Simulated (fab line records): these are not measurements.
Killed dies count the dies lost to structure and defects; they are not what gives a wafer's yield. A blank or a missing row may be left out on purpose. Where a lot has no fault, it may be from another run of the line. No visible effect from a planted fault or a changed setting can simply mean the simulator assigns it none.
Matching of chambers	flow nandHarc	NHARC_A_CHANNEL_FILL_D2_ALD_02 on aldHk-01: 4 sister chambers
The step deposits SiO2, target thk 6 nm, pulse time 10 s, ald cycles 60. 16 wafers are shown with their chamber, then 8 later ones without.

WAFERS PAIRED WITH THEIR CHAMBERS
wafer	chamber	heaterPowerOuterW (W)	heaterPowerW (W)	precursorPulseHeightRel
L082.1	1	252	471	0.997
L082.3	2	233	432	1.003
L082.4	0	236	459	1.002
L084.1	0	250	458	0.964
L084.4	1	252	471	1.009
L084.6	0	241	467	1.013
L086.2	3	271	467	0.963
L086.5	3	266	458	0.993
L086.6	2	232	432	1.001
L089.3	1	257	490	1.005
L089.4	0	239	464	1.010
L089.6	3	261	471	1.014
L090.1	1	250	489	0.972
L090.3	3	269	467	1.008
L090.5	2	227	434	0.990
L094.2	0	237	435	1.022

SIGNATURES (means of the wafers above)
reading	chamber 0	chamber 1	chamber 2	chamber 3	scatter within a chamber
heaterPowerOuterW	240.60	252.75	230.67	266.75	4.37
heaterPowerW	456.60	480.25	432.67	465.75	9.46
precursorPulseHeightRel	1.00220	0.99575	0.99800	0.99450	0.0194
Rule: distance of a wafer from a chamber = root of the sum over the readings of ((wafer's reading minus chamber's mean) / reading's scatter) squared. If the next closest chamber is less than 2 further off than the closest, the wafer can't be placed; otherwise it belongs to the closest. How the scatter is found: for the shown wafers, subtract from each reading the mean of its chamber, square and add these, divide the total by (wafers less chambers), then take the root.

WAFERS WITHOUT THEIR CHAMBER
wafer	heaterPowerOuterW (W)	heaterPowerW (W)	precursorPulseHeightRel
L094.3	231	424	1.007
L094.4	242	453	0.994
L095.1	233	440	0.991
L095.4	238	464	1.009
L095.6	242	457	0.995
L097.2	234	433	0.984
L097.4	239	443	0.999
L097.6	239	442	1.010

WHICH CHAMBER EACH WENT THROUGH
wafer	from the rows above	in truth
L094.3	2	2
L094.4	0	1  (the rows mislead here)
L095.1	can't be placed: 2 or 0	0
L095.4	0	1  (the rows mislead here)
L095.6	0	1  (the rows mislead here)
L097.2	2	2
L097.4	can't be placed: 0 or 2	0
L097.6	can't be placed: 0 or 2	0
Correct placement for 2 of the 8. Can't be placed from these rows: 3 (the true chamber is among the candidates in 3). 3 placed wrongly.
